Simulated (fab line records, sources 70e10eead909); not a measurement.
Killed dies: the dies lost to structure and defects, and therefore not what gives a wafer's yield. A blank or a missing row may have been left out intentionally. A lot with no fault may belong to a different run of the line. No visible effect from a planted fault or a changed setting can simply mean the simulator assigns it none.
What tool caused it? + flow nand harc + route of 1159 steps, sampled at 1 step: 7 lots, 21 wafers

== WHAT THE GAUGES SHOWED, per wafer ==
NHARC_A_ONON_D1_THK_MEAS_05: measures by ellipsometry.
| lot  | measured     | on            | thk nm (nm)    |
|------|--------------|---------------|----------------|
| L909 | day 8 03:10  | film metro-01 | 1010 1010 1009 |
| L913 | day 8 12:47  | film metro-02 | 1004 1005 1002 |
| L914 | day 9 00:30  | film metro-01 | 1008 1009 1010 |
| L916 | day 9 17:06  | film metro-01 | 1002 1004 1003 |
| L918 | day 9 22:07  | film metro-01 | 1001 999 999   |
| L919 | day 10 18:18 | film metro-01 | 985 988 987    |
| L930 | day 12 23:40 | film metro-02 | 989 993 991    |

== EACH LOT AND THE TOOL THAT RAN IT (in order: tool; ch and the chambers of the sampled wafers; start) ==
Before these readings, the record contains no process step.

== THE ANSWER, worked out from the rows above alone ==
Rule: the lots themselves supply what counts as usual. Put in order of their means at a reading, lots are off if they are a third of the lots or fewer, leave a main group of 4 or more, and stand apart from it by a gap of 3 or more times the standard deviation of the main group's means; of several such gaps the widest counts. Not used: any main group whose means are identical at the precision the tables above print for the reading. Also off: a lot with no number at a reading for which 4 or more lots have one. All remaining lots with rows at the step are treated as sound.
Nothing can be told from this: no lot is off at any reading shown.

== WHAT THE SIMULATOR HAD PUT IN ==
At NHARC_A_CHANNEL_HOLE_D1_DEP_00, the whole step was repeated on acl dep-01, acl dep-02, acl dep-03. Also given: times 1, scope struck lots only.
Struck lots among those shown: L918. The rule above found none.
